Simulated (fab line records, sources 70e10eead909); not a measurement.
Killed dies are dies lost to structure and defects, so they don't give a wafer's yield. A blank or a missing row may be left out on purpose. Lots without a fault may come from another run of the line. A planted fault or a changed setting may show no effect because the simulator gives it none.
Which tool did it? | flow nand_harc | 24 lots, 72 wafers sampled, at 5 steps of a route of 1302

WHAT THE GAUGES READ, wafer by wafer
NHARC_P_M1_CD_MEAS_16. Usual: cd_nm 130.1 nm, standard deviation 1.
lot  | measured     | on        | cd_nm (nm)        | flag
L074 | day 6 08:14  | cd_sem-02 | 130.1 131.3 132.0 |
L075 | day 6 16:28  | cd_sem-02 | 130.2 129.5 130.3 |
L076 | day 7 07:33  | cd_sem-01 | 129.7 130.6 131.7 |
L077 | day 7 08:36  | cd_sem-01 | 128.9 129.0 129.5 |
L078 | day 8 01:04  | cd_sem-01 | 131.8 131.4 131.8 |
L079 | day 8 14:53  | cd_sem-02 | 129.7 129.6 129.4 |
L080 | day 9 00:27  | cd_sem-01 | 129.8 129.0 129.1 |
L081 | day 9 11:36  | cd_sem-01 | 131.9 131.4 131.7 |
L082 | day 9 18:16  | cd_sem-01 | 129.7 129.0 128.7 |
L083 | day 10 04:50 | cd_sem-03 | 130.8 131.1 130.9 |
L084 | day 10 13:35 | cd_sem-01 | 129.2 128.9 129.7 |
L085 | day 10 14:26 | cd_sem-03 | 130.6 129.9 129.9 |
L086 | day 11 14:40 | cd_sem-03 | 131.2 131.8 131.0 |
L087 | day 11 17:55 | cd_sem-02 | 130.4 131.4 129.9 |
L088 | day 12 05:53 | cd_sem-03 | 129.8 129.9 128.7 |
L089 | day 12 06:34 | cd_sem-02 | 128.6 128.3 128.9 |
L090 | day 13 00:25 | cd_sem-01 | 128.8 131.1 130.4 |
L091 | day 13 09:02 | cd_sem-02 | 130.0 130.3 131.1 |
L092 | day 14 00:28 | cd_sem-03 | 129.3 130.9 128.1 |
L093 | day 14 01:36 | cd_sem-03 | 129.6 131.2 131.9 |
L094 | day 14 15:28 | cd_sem-01 | 130.3 129.2 128.9 |
L095 | day 15 08:20 | cd_sem-03 | 129.4 131.6 129.5 |
L096 | day 15 11:05 | cd_sem-01 | 129.3 129.6 129.8 |
L097 | day 16 02:01 | cd_sem-01 | 130.9 130.0 129.8 |

WHICH TOOL RAN EACH LOT (tool, then ch and the chambers of the sampled wafers, then the start)
lot  | NHARC_P_GATE_RTA_82              | NHARC_P_CONTACT_ETCH_35            | NHARC_P_CONTACT_CMP_24        | NHARC_P_M0_ANNEAL_30
L074 | rtp_anneal-01 ch 0, day 5 21:42  | rie_diel-10 ch 0,3, day 5 23:45    | cmp-04 ch 1,2,3, day 6 02:20  | rtp_anneal-01 ch 0, day 6 05:32
L075 | rtp_anneal-01 ch 0, day 6 05:53  | rie_diel-01 ch 0,2, day 6 07:58    | cmp-01 ch 1,2,3, day 6 10:32  | rtp_anneal-02 ch 0, day 6 13:47
L076 | rtp_anneal-02 ch 0, day 6 18:01  | rie_diel-02 ch 0,2,3, day 6 20:05  | cmp-03 ch 0,1,2, day 6 22:52  | rtp_anneal-01 ch 0, day 7 04:46
L077 | rtp_anneal-01 ch 0, day 6 21:58  | rie_diel-02 ch 1,2,3, day 7 00:04  | cmp-04 ch 1,3, day 7 02:39    | rtp_anneal-02 ch 0, day 7 05:48
L078 | rtp_anneal-01 ch 0, day 7 13:56  | rie_diel-01 ch 0,1,3, day 7 15:53  | cmp-04 ch 0,2,3, day 7 19:04  | rtp_anneal-02 ch 0, day 7 22:26
L079 | rtp_anneal-01 ch 0, day 8 04:30  | rie_diel-02 ch 1,2,3, day 8 06:33  | cmp-03 ch 1,2, day 8 09:08    | rtp_anneal-02 ch 0, day 8 12:16
L080 | rtp_anneal-01 ch 0, day 8 14:03  | rie_diel-02 ch 0,2, day 8 15:59    | cmp-03 ch 0,1,2, day 8 18:36  | rtp_anneal-01 ch 0, day 8 21:48
L081 | rtp_anneal-02 ch 0, day 9 01:29  | rie_diel-10 ch 0,2, day 9 03:26    | cmp-04 ch 0,3, day 9 06:00    | rtp_anneal-01 ch 0, day 9 09:05
L082 | rtp_anneal-02 ch 0, day 9 07:58  | rie_diel-10 ch 0,3, day 9 10:01    | cmp-01 ch 2,3, day 9 12:40    | rtp_anneal-01 ch 0, day 9 15:44
L083 | rtp_anneal-02 ch 0, day 9 18:26  | rie_diel-02 ch 0,3, day 9 20:31    | cmp-04 ch 0,2,3, day 9 23:10  | rtp_anneal-02 ch 0, day 10 02:07
L084 | rtp_anneal-02 ch 0, day 10 03:14 | rie_diel-01 ch 0,2,3, day 10 05:12 | cmp-01 ch 0,3, day 10 07:47   | rtp_anneal-02 ch 0, day 10 10:55
L085 | rtp_anneal-02 ch 0, day 10 04:11 | rie_diel-10 ch 1,2,3, day 10 06:06 | cmp-04 ch 0,1,2, day 10 08:41 | rtp_anneal-02 ch 0, day 10 11:50
L086 | rtp_anneal-02 ch 0, day 11 04:08 | rie_diel-01 ch 1,2,3, day 11 06:23 | cmp-01 ch 2,3, day 11 09:00   | rtp_anneal-01 ch 0, day 11 12:05
L087 | rtp_anneal-01 ch 0, day 11 07:25 | rie_diel-01 ch 0,1,2, day 11 09:31 | cmp-04 ch 1,2, day 11 12:05   | rtp_anneal-02 ch 0, day 11 15:13
L088 | rtp_anneal-01 ch 0, day 11 19:18 | rie_diel-02 ch 0,2, day 11 21:26   | cmp-04 ch 1,2,3, day 12 00:02 | rtp_anneal-02 ch 0, day 12 03:10
L089 | rtp_anneal-02 ch 0, day 11 20:05 | rie_diel-01 ch 1,2,3, day 11 22:02 | cmp-03 ch 1,2,3, day 12 00:39 | rtp_anneal-02 ch 0, day 12 03:50
L090 | rtp_anneal-01 ch 0, day 12 13:43 | rie_diel-02 ch 1,2,3, day 12 16:03 | cmp-04 ch 0,2,3, day 12 18:38 | rtp_anneal-01 ch 0, day 12 21:50
L091 | rtp_anneal-01 ch 0, day 12 22:50 | rie_diel-10 ch 0,1,2, day 13 00:46 | cmp-03 ch 1,2, day 13 03:23   | rtp_anneal-02 ch 0, day 13 06:30
L092 | rtp_anneal-02 ch 0, day 13 13:50 | rie_diel-02 ch 0,2,3, day 13 15:48 | cmp-04 ch 1,2,3, day 13 18:24 | rtp_anneal-02 ch 0, day 13 21:41
L093 | rtp_anneal-01 ch 0, day 13 15:13 | rie_diel-02 ch 1,2, day 13 17:16   | cmp-03 ch 0,1,3, day 13 19:55 | rtp_anneal-02 ch 0, day 13 23:04
L094 | rtp_anneal-01 ch 0, day 14 05:01 | rie_diel-01 ch 0,1,2, day 14 06:58 | cmp-04 ch 0,1,2, day 14 09:35 | rtp_anneal-01 ch 0, day 14 12:47
L095 | rtp_anneal-02 ch 0, day 14 21:52 | rie_diel-01 ch 1,2, day 14 23:51   | cmp-01 ch 2,3, day 15 02:36   | rtp_anneal-02 ch 0, day 15 05:45
L096 | rtp_anneal-02 ch 0, day 14 22:23 | rie_diel-02 ch 0,2,3, day 15 00:28 | cmp-04 ch 0,3, day 15 03:07   | rtp_anneal-02 ch 0, day 15 08:24
L097 | rtp_anneal-02 ch 0, day 15 14:55 | rie_diel-10 ch 0,1,3, day 15 16:52 | cmp-03 ch 1,2,3, day 15 19:32 | rtp_anneal-02 ch 0, day 15 23:17
- NHARC_P_GATE_RTA_82: time 30 s.
- NHARC_P_CONTACT_ETCH_35: etches the open film in CF4, target depth 39 nm, time 65 s.
- NHARC_P_CONTACT_CMP_24: polishes, t overpolish 30 s, target thk 200 nm.
- NHARC_P_M0_ANNEAL_30: time 90 s.

WHAT THE TOOLS THEMSELVES READ (means of the sampled wafers that have a number; where no wafer has one, the mark that the record gives instead)
NHARC_P_GATE_RTA_82. Usual: anneal_temp_c_max 451.8, standard deviation 0.35; lamp_power_pct 3.67 %, standard deviation 0.15; wafer_temp_C_max 452.5, standard deviation 1.
lot  | tool          | anneal_temp_c_max | lamp_power_pct (%) | wafer_temp_C_max | flag
L074 | rtp_anneal-01 | 451.5             | 3.51               | 453.9            |
L075 | rtp_anneal-01 | 451.7             | 3.51               | 453.0            |
L076 | rtp_anneal-02 | 452.0             | 3.82               | 451.5            |
L077 | rtp_anneal-01 | 451.5             | 3.51               | 453.1            |
L078 | rtp_anneal-01 | 451.6             | 3.51               | 453.6            |
L079 | rtp_anneal-01 | 451.5             | 3.51               | 452.5            |
L080 | rtp_anneal-01 | 451.5             | 3.51               | 453.3            |
L081 | rtp_anneal-02 | 451.7             | 3.82               | 451.8            |
L082 | rtp_anneal-02 | 451.8             | 3.82               | 451.4            |
L083 | rtp_anneal-02 | 452.1             | 3.82               | 451.6            |
L084 | rtp_anneal-02 | 451.6             | 3.82               | 451.7            |
L085 | rtp_anneal-02 | 451.7             | 3.82               | 451.3            |
L086 | rtp_anneal-02 | 452.3             | 3.82               | 451.6            |
L087 | rtp_anneal-01 | 451.7             | 3.51               | 453.8            |
L088 | rtp_anneal-01 | 452.0             | 3.51               | 453.4            |
L089 | rtp_anneal-02 | 451.7             | 3.82               | 451.5            |
L090 | rtp_anneal-01 | 451.7             | 3.51               | 453.9            |
L091 | rtp_anneal-01 | 451.6             | 3.51               | 453.6            |
L092 | rtp_anneal-02 | 451.7             | 3.82               | 451.9            |
L093 | rtp_anneal-01 | 452.0             | 3.51               | 454.3            |
L094 | rtp_anneal-01 | 451.7             | 3.51               | 453.3            |
L095 | rtp_anneal-02 | 452.1             | 3.82               | 451.8            |
L096 | rtp_anneal-02 | 451.9             | 3.82               | 451.7            |
L097 | rtp_anneal-02 | 451.5             | 3.82               | 451.7            |

NHARC_P_CONTACT_ETCH_35. Usual: drypump_motor_current_A 5.8 A, standard deviation 0.36; oes_product_au 0.997 a.u., standard deviation 0.0092; rf_vpp_V 150.9 V, standard deviation 1.1; showerhead_plenum_p_Torr 1.75 Torr, standard deviation 0.063; throttle_valve_pct 13.282 %, standard deviation 0.009.
lot  | tool        | drypump_motor_current_A (A) | oes_product_au (a.u.) | rf_vpp_V (V) | showerhead_plenum_p_Torr (Torr) | throttle_valve_pct (%) | flag
L074 | rie_diel-10 | 5.7                         | 0.996                 | 150.7        | 1.73                            | 13.275                 |
L075 | rie_diel-01 | 5.4                         | 0.999                 | 149.4        | 1.67                            | 13.286                 |
L076 | rie_diel-02 | 5.8                         | 0.998                 | 151.3        | 1.81                            | 13.281                 |
L077 | rie_diel-02 | 5.7                         | 0.999                 | 152.2        | 1.77                            | 13.277                 |
L078 | rie_diel-01 | 6.0                         | 1.007                 | 150.0        | 1.73                            | 13.283                 |
L079 | rie_diel-02 | 5.7                         | 0.993                 | 151.5        | 1.77                            | 13.288                 |
L080 | rie_diel-02 | 6.1                         | 0.999                 | 151.6        | 1.83                            | 13.274                 |
L081 | rie_diel-10 | 5.9                         | 1.000                 | 151.4        | 1.79                            | 13.287                 |
L082 | rie_diel-10 | 5.8                         | 0.999                 | 150.2        | 1.72                            | 13.282                 |
L083 | rie_diel-02 | 6.0                         | 0.987                 | 151.8        | 1.81                            | 13.290                 |
L084 | rie_diel-01 | 5.6                         | 1.003                 | 149.0        | 1.71                            | 13.277                 |
L085 | rie_diel-10 | 5.9                         | 0.985                 | 150.6        | 1.69                            | 13.289                 |
L086 | rie_diel-01 | 5.7                         | 1.004                 | 151.9        | 1.72                            | 13.287                 |
L087 | rie_diel-01 | 5.7                         | 0.996                 | 149.5        | 1.69                            | 13.273                 |
L088 | rie_diel-02 | 6.0                         | 0.990                 | 151.2        | 1.82                            | 13.275                 |
L089 | rie_diel-01 | 5.7                         | 0.999                 | 149.8        | 1.72                            | 13.287                 |
L090 | rie_diel-02 | 5.6                         | 0.990                 | 151.2        | 1.77                            | 13.281                 |
L091 | rie_diel-10 | 6.0                         | 1.014                 | 150.2        | 1.75                            | 13.275                 |
L092 | rie_diel-02 | 5.8                         | 0.993                 | 151.4        | 1.81                            | 13.283                 |
L093 | rie_diel-02 | 5.8                         | 0.986                 | 151.1        | 1.75                            | 13.289                 |
L094 | rie_diel-01 | 5.7                         | 1.004                 | 150.2        | 1.69                            | 13.279                 |
L095 | rie_diel-01 | 5.4                         | 1.006                 | 150.5        | 1.68                            | 13.282                 |
L096 | rie_diel-02 | 5.8                         | 0.989                 | 152.2        | 1.81                            | 13.284                 |
L097 | rie_diel-10 | 5.9                         | 0.999                 | 150.4        | 1.75                            | 13.287                 |

NHARC_P_CONTACT_CMP_24. Usual: motor_current_A 11.6 A, standard deviation 1.2; overpolish_run_s 29.998 s, standard deviation 0.0094; time_to_endpoint_s 40.6 s, standard deviation 2.4.
lot  | tool   | motor_current_A (A) | overpolish_run_s (s) | time_to_endpoint_s (s) | flag
L074 | cmp-04 | 10.3                | 29.998               | 43.5                   |
L075 | cmp-01 | 12.4                | 29.997               | 37.6                   |
L076 | cmp-03 | 12.6                | 29.997               | 40.6                   |
L077 | cmp-04 | 10.5                | 30.008               | 42.7                   |
L078 | cmp-04 | 10.8                | 30.002               | 42.5                   |
L079 | cmp-03 | 12.6                | 30.003               | 38.9                   |
L080 | cmp-03 | 12.8                | 29.994               | 39.9                   |
L081 | cmp-04 | 11.4                | 29.988               | 39.4                   |
L082 | cmp-01 | 11.8                | 30.001               | 37.7                   |
L083 | cmp-04 | 10.5                | 29.999               | 41.1                   |
L084 | cmp-01 | 11.3                | 30.006               | 41.2                   |
L085 | cmp-04 | 11.2                | 30.005               | 40.2                   |
L086 | cmp-01 | 12.0                | 29.989               | 35.6                   |
L087 | cmp-04 | 10.4                | 29.993               | 38.1                   |
L088 | cmp-04 | 10.4                | 30.002               | 39.1                   |
L089 | cmp-03 | 12.1                | 29.997               | 43.5                   |
L090 | cmp-04 | 10.8                | 29.993               | 41.1                   |
L091 | cmp-03 | 12.8                | 29.995               | 41.8                   |
L092 | cmp-04 | 10.5                | 30.003               | 42.5                   |
L093 | cmp-03 | 12.5                | 29.991               | 41.3                   |
L094 | cmp-04 | 11.2                | 30.002               | 43.1                   |
L095 | cmp-01 | 11.6                | 29.991               | 37.8                   |
L096 | cmp-04 | 11.8                | 30.005               | 43.3                   |
L097 | cmp-03 | 12.3                | 30.001               | 40.2                   |

NHARC_P_M0_ANNEAL_30. Usual: anneal_temp_c_max 225.91, standard deviation 0.23; wafer_temp_C_max 226.1, standard deviation 0.46.
lot  | tool          | anneal_temp_c_max | wafer_temp_C_max | flag
L074 | rtp_anneal-01 | 225.97            | 226.8            |
L075 | rtp_anneal-02 | 226.30            | 225.6            |
L076 | rtp_anneal-01 | 225.98            | 226.3            |
L077 | rtp_anneal-02 | 225.75            | 225.7            |
L078 | rtp_anneal-02 | 225.81            | 226.0            |
L079 | rtp_anneal-02 | 226.05            | 226.1            |
L080 | rtp_anneal-01 | 225.96            | 226.3            |
L081 | rtp_anneal-01 | 225.81            | 226.3            |
L082 | rtp_anneal-01 | 226.09            | 226.7            |
L083 | rtp_anneal-02 | 225.92            | 226.0            |
L084 | rtp_anneal-02 | 226.16            | 225.9            |
L085 | rtp_anneal-02 | 226.15            | 225.8            |
L086 | rtp_anneal-01 | 225.80            | 226.8            |
L087 | rtp_anneal-02 | 226.10            | 226.0            |
L088 | rtp_anneal-02 | 225.69            | 225.9            |
L089 | rtp_anneal-02 | 225.90            | 226.0            |
L090 | rtp_anneal-01 | 225.85            | 226.6            |
L091 | rtp_anneal-02 | 225.76            | 226.1            |
L092 | rtp_anneal-02 | 225.84            | 225.7            |
L093 | rtp_anneal-02 | 225.96            | 225.8            |
L094 | rtp_anneal-01 | 225.87            | 226.9            |
L095 | rtp_anneal-02 | 225.90            | 225.9            |
L096 | rtp_anneal-02 | 226.29            | 225.7            |
L097 | rtp_anneal-02 | 225.90            | 225.9            |

THE ANSWER, worked out from the rows above alone
Rule: a lot is off if the mean of its wafers that have a number lies more than 3 standard deviations from the usual mean. A lot without any number at a reading at which 4 lots or more have one is off too. The other lots that the step has rows for count as sound. The gauges are gone through in route order, then the tools' own readings, and for those a lot's mean is taken as printed above. The first step at which some lot is off is used, and at that step the reading that is off furthest; a lot without a number counts as furthest.
No lot is off at any reading shown: from this, nothing can be told.

WHAT THE SIMULATOR HAD PUT IN
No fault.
